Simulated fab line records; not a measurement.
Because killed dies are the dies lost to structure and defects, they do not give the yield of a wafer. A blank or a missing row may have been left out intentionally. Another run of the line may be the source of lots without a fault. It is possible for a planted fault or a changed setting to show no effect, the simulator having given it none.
Split-lot experiment | flow n5-finfet | on a route of 1938 steps: 7 lots, 21 wafers read

## THE SPLIT ITSELF
At N5_DUMMY_GATE_COAT_28 (time 60 s, resist thk 10 nm), the setting spin-rpm was moved away from the recipe's 1500 rpm on 9 of the 21 wafers read, by -7.0% to +8.7%. This setting was run at the recipe's value on the other wafers.

The split's own step is where the reading is taken.

## THE READING
underlayer_of_DUMMY_GATE_COAT_28.thk-nm (the simulator's own value, which no gauge read), in nm, at N5_DUMMY_GATE_COAT_28 (time 60 s, resist thk 10 nm). No usual value for it is given in the file.

wafer  | tool, chamber at the split | spin-rpm as run, rpm | against the recipe | underlayer_of_DUMMY_GATE_COAT_28.thk-nm, nm | against lot-mates on the recipe
L076.1 | litho-track-02, 0          | 1500                 | recipe             | 10                                          | -
L076.6 | litho-track-02, 0          | 1500                 | recipe             | 10                                          | -
L076.5 | litho-track-02, 0          | 1631                 | +8.7%              | 9.6                                         | -0.4
L078.1 | litho-track-01, 0          | 1547                 | +3.1%              | 9.8                                         | -0.2
L078.2 | litho-track-01, 0          | 1500                 | recipe             | 10                                          | -
L078.4 | litho-track-01, 0          | 1500                 | recipe             | 10                                          | -
L080.1 | litho-track-02, 0          | 1441                 | -3.9%              | 10.2                                        | +0.2
L080.5 | litho-track-02, 0          | 1441                 | -3.9%              | 10.2                                        | +0.2
L080.2 | litho-track-02, 0          | 1500                 | recipe             | 10                                          | -
L084.2 | litho-track-01, 0          | 1500                 | recipe             | 10                                          | -
L084.3 | litho-track-01, 0          | 1500                 | recipe             | 10                                          | -
L084.6 | litho-track-01, 0          | 1500                 | recipe             | 10                                          | -
L090.1 | litho-track-01, 0          | 1500                 | recipe             | 10                                          | -
L090.5 | litho-track-01, 0          | 1500                 | recipe             | 10                                          | -
L090.3 | litho-track-01, 0          | 1430                 | -4.7%              | 10.2                                        | +0.2
L093.1 | litho-track-01, 0          | 1395                 | -7.0%              | 10.4                                        | +0.4
L093.3 | litho-track-01, 0          | 1395                 | -7.0%              | 10.4                                        | +0.4
L093.4 | litho-track-01, 0          | 1500                 | recipe             | 10                                          | -
L095.1 | litho-track-05, 0          | 1587                 | +5.8%              | 9.8                                         | -0.2
L095.6 | litho-track-05, 0          | 1587                 | +5.8%              | 9.8                                         | -0.2
L095.3 | litho-track-05, 0          | 1500                 | recipe             | 10                                          | -

FIT RESULTS
A straight line over all 21 wafers: underlayer_of_DUMMY_GATE_COAT_28.thk-nm changes by -0.0477 nm for each +1% of spin-rpm; r = -0.99; the points scatter about the line by 0.033 nm.
The same after taking each lot's own level away (the mean of its wafers on the recipe; 21 wafers): -0.0477 nm for each +1%; r = -0.99; scatter 0.033 nm.
According to that fit, moving spin-rpm by its largest amount changes the reading by 0.42 nm.
The lots' own levels span 10.00 to 10.00 nm.
The two slopes are in agreement: the lot-to-lot level therefore moves the slope only a little.
Check: with one of the wafers moved furthest among these (+8.7%) left out of the fit, the line predicts -0.407 nm for it against its lot-mates. Against them it came out at -0.4 nm.

## THESE WAFERS: OTHER SPLITS
Other splits were also applied to these wafers ahead of the reading. Each is held against what the fit with the lots' levels taken away leaves over:
other split on the same wafers     | wafers away from the commonest value | r with underlayer_of_DUMMY_GATE_COAT_28.thk-nm (lot level and that fit taken away)
N5_FIN_SAQP_HM_DEP_03 time-s       | 5                                    | -0.12
N5_FIN_SAQP_SPACER1_ALD_24 temp-c  | 8                                    | -0.43
N5_FIN_SAQP_MANDREL_ETCH_58 bias-w | 7                                    | -0.19

## FILE'S OWN FIT
underlayer_of_DUMMY_GATE_COAT_28.thk-nm changes by -0.0476 nm for each +1% of spin-rpm, r = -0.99.
